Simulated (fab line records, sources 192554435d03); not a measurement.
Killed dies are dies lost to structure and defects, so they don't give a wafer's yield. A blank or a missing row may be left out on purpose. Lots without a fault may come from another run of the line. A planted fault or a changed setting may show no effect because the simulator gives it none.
Chamber matching | flow n5_finfet | N5_BEOL_M0_SAQP_DESCUM_45 on rie_diel-05: 4 sister chambers
The step chemistry O2, time 7 s. 14 wafers are shown with their chamber, then 7 later ones without.

WAFERS WITH THEIR CHAMBER
wafer  | chamber | showerhead_plenum_p_Torr (Torr) | throttle_valve_pct (%) | drypump_motor_current_A (A)
L074.1 | 2       | 2.02                            | 20.68                  | 5.7
L074.4 | 3       | 2.00                            | 20.31                  | 5.4
L074.6 | 2       | 2.02                            | 20.69                  | 5.7
L083.2 | 2       | 2.01                            | 20.72                  | 5.6
L083.5 | 2       | 2.01                            | 20.71                  | 5.6
L083.6 | 1       | 2.10                            | 20.41                  | 6.1
L085.2 | 1       | 2.10                            | 20.43                  | 6.2
L085.4 | 0       | 2.15                            | 21.01                  | 5.0
L085.6 | 0       | 2.15                            | 21.01                  | 5.0
L088.1 | 3       | 1.99                            | 20.35                  | 5.4
L088.4 | 1       | 2.10                            | 20.44                  | 6.2
L088.5 | 2       | 2.01                            | 20.71                  | 5.7
L091.1 | 3       | 1.99                            | 20.36                  | 5.3
L091.2 | 1       | 2.10                            | 20.45                  | 6.2

SIGNATURES (means of the wafers above)
reading                  | chamber 0 | chamber 1 | chamber 2 | chamber 3 | scatter within a chamber
showerhead_plenum_p_Torr | 2.1500    | 2.1000    | 2.0140    | 1.9933    | 0.00432
throttle_valve_pct       | 21.0100   | 20.4325   | 20.7020   | 20.3400   | 0.0183
drypump_motor_current_A  | 5.000     | 6.175     | 5.660     | 5.367     | 0.0512
Rule: a wafer's distance from a chamber is the root of the sum, over the readings, of the square of ((its reading less the chamber's mean) divided by the reading's scatter). The wafer belongs to the nearest chamber; if the next one is less than 2 further off, it can't be placed. The scatter: the root of (the sum of the squares of (reading less its chamber's mean) over the shown wafers, divided by (wafers less chambers)).

WAFERS WITHOUT THEIR CHAMBER
wafer  | showerhead_plenum_p_Torr (Torr) | throttle_valve_pct (%) | drypump_motor_current_A (A)
L091.4 | 2.15                            | 20.71                  | 4.9
L092.2 | 1.99                            | 20.36                  | 5.4
L092.4 | 2.15                            | 20.70                  | 5.0
L092.5 | 2.10                            | 20.44                  | 6.2
L095.1 | 2.15                            | 20.73                  | 5.0
L095.3 | 1.99                            | 20.39                  | 5.4
L095.6 | 1.99                            | 20.38                  | 5.4

WHICH CHAMBER EACH WENT THROUGH
wafer  | from the rows above | in truth
L091.4 | 0                   | 0
L092.2 | 3                   | 3
L092.4 | 0                   | 0
L092.5 | 1                   | 1
L095.1 | 0                   | 0
L095.3 | 3                   | 3
L095.6 | 3                   | 3
Placed correctly: 7 of 7. Can't be placed from these rows: 0. Placed wrongly: 0.
